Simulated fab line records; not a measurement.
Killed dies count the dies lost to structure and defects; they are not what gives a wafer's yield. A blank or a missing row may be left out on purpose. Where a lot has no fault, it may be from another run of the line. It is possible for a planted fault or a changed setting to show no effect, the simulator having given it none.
Chamber matching :: flow n5_finfet :: N5_DUMMY_GATE_STRIP_40 on rie_diel-01: 4 sister chambers
The step strips in CF4. 8 wafers are shown with their chamber, then 9 later ones without.

## WAFERS WITH THEIR CHAMBER
wafer: L075.3
chamber: 0
throttle_valve_pct (%): 13.79
oes_product_au (a.u.): 0.67

wafer: L078.1
chamber: 0
throttle_valve_pct (%): 13.78
oes_product_au (a.u.): 0.66

wafer: L082.5
chamber: 2
throttle_valve_pct (%): 13.90
oes_product_au (a.u.): 0.69

wafer: L083.4
chamber: 2
throttle_valve_pct (%): 13.91
oes_product_au (a.u.): 0.69

wafer: L083.6
chamber: 3
throttle_valve_pct (%): 13.35
oes_product_au (a.u.): 0.80

wafer: L084.2
chamber: 1
throttle_valve_pct (%): 13.94
oes_product_au (a.u.): 0.68

wafer: L084.4
chamber: 1
throttle_valve_pct (%): 13.95
oes_product_au (a.u.): 0.69

wafer: L084.5
chamber: 3
throttle_valve_pct (%): 13.32
oes_product_au (a.u.): 0.79

## WAFERS WHOSE CHAMBER IS MISSING
wafer: L086.1
throttle_valve_pct (%): 13.91
oes_product_au (a.u.): 0.68

wafer: L086.2
throttle_valve_pct (%): 13.93
oes_product_au (a.u.): 0.69

wafer: L086.3
throttle_valve_pct (%): 13.22
oes_product_au (a.u.): 0.99

wafer: L094.1
throttle_valve_pct (%): 13.37
oes_product_au (a.u.): 0.78

wafer: L094.3
throttle_valve_pct (%): 13.40
oes_product_au (a.u.): 0.97

wafer: L094.4
throttle_valve_pct (%): 13.27
oes_product_au (a.u.): 0.92

wafer: L096.3
throttle_valve_pct (%): 13.41
oes_product_au (a.u.): 0.94

wafer: L096.4
throttle_valve_pct (%): 13.95
oes_product_au (a.u.): 0.67

wafer: L096.5
throttle_valve_pct (%): 13.98
oes_product_au (a.u.): 0.67

## WHICH CHAMBER EACH ONE RAN IN
wafer: L086.1
from the rows above: can't be placed: 2 or 1
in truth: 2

wafer: L086.2
from the rows above: can't be placed: 1 or 2
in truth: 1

wafer: L086.3
from the rows above: 3
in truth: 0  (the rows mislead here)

wafer: L094.1
from the rows above: 3
in truth: 3

wafer: L094.3
from the rows above: 3
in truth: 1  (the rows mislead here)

wafer: L094.4
from the rows above: 3
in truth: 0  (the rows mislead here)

wafer: L096.3
from the rows above: 3
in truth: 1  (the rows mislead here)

wafer: L096.4
from the rows above: 1
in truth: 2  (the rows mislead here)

wafer: L096.5
from the rows above: 1
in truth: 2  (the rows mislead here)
Placed correctly: 1 of 9. Not placeable from these rows: 2 (in 2, the candidates include the true chamber). 6 placed wrongly.
How it was worked out, from the rows above alone: a wafer's distance from a chamber is the root of the sum, over the readings, of the square of ((its reading less the chamber's mean) divided by the reading's scatter). If the next closest chamber is less than 2 further off than the closest, the wafer can't be placed; otherwise it belongs to the closest. The mean given for a chamber averages the wafers shown for that chamber. How the scatter is found: for the shown wafers, subtract from each reading the mean of its chamber, square and add these, divide the total by (wafers less chambers), then take the root.
